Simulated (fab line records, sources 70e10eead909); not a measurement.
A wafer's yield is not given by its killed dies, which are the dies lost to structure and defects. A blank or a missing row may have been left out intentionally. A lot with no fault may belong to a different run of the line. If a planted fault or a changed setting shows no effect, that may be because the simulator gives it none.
A lot that was struck, set against a sound lot + flow nand_harc + 13 out of 1159 route steps
Sound: the wafers L174.2, L174.4, L174.5. Wafers struck: L186.1, L186.2, L186.6. Last of all comes the cause.
Order at every step that has rows: each side's tool, ch and its chambers, its first start. Under that, the readings that differ: sound wafers + struck wafers + difference of the means + sigmas: that difference in standard deviations of wafers without a fault.
alike: readings with means less than 2 such deviations apart, plus words and numbers identical on both sides. not compared: withheld readings, readings lacking a value on some wafer, bounds such as >300 that could conceal the same value, and numbers that have no deviation in the record and whose values overlap.
Wherever a step has rows on one side only, a row that says differs or no value, or a row with sigmas, the two part there. Non-overlapping numbers with no deviation appear without sigmas and do not part them. A reading that every wafer of one side lacks parts them only if that side has two wafers or more.

NHARC_A_STAIRCASE_TRIM_26: chemistry O2, time 211.2 s.
  sound: rie_diel-06 ch 1,2,3; struck: rie_diel-06 ch 0,2
  alike: drypump_motor_current_A, oes_product_au, rf_vpp_V, showerhead_plenum_p_Torr, throttle_valve_pct
  not compared: rf_hours_counter_h
NHARC_A_STAIRCASE_ETCH_27: etches the open film in C4F8/O2, target depth 100 nm, time 40.5 s.
  sound: rie_diel-06 ch 0,1,3; struck: rie_diel-06 ch 1,3
  alike: bias_w, oes_product_au, rf_vpp_V
  not compared: rf_hours_counter_h
NHARC_A_STAIRCASE_STRIP_175: strips in O2.
  sound on plasma_asher-01 ch 0,1, day 10 18:29; struck on plasma_asher-02 ch 0,1, day 14 12:26
| reading             | sound | struck   | difference                   | sigmas |
|---------------------|-------|----------|------------------------------|--------|
| rf_refl_power_W (W) | - - - | 11 12 12 | no value on the sound wafers |        |
  alike: drypump_motor_current_A, heater_power_w
  not compared: rf_hours_counter_h
then, 8 steps without rows for these wafers: NHARC_A_STAIRCASE_STRIP_148 (strips in SPM, time 900 s); NHARC_A_STAIRCASE_PRECLEAN_149 (cleans in SC1); NHARC_A_STAIRCASE_SRD_150; NHARC_A_STAIRCASE_DEHYDRATE_176 (time 120 s); NHARC_A_STAIRCASE_HMDS_177 (time 30 s); NHARC_A_STAIRCASE_COAT_178; NHARC_A_STAIRCASE_SOFTBAKE_179 (time 170 s); NHARC_A_STAIRCASE_EBR_180.
NHARC_A_STAIRCASE_EXPOSE_181: exposes mask STAIR 2.
  sound on krf_scanner-04 ch 0, day 10 19:38; struck on krf_scanner-03 ch 0, day 14 13:35
| reading                             | sound             | struck            | difference | sigmas |
|-------------------------------------|-------------------|-------------------|------------|--------|
| model.A_STAIRCASE.overlay_x_nm (nm) | 1.515 1.515 1.515 | 33.92 33.92 33.92 | +32.41     |        |
  alike: mask, focus_offset_nm
then, 1 step without rows for these wafers: NHARC_A_STAIRCASE_PEB_182 (peb time 130 s).

## WHERE THEY PART
Only at NHARC_A_STAIRCASE_STRIP_175, within this record. Later steps at which nothing parts them and some readings are alike: NHARC_A_STAIRCASE_EXPOSE_181.

WHY: what had been put in by the simulator
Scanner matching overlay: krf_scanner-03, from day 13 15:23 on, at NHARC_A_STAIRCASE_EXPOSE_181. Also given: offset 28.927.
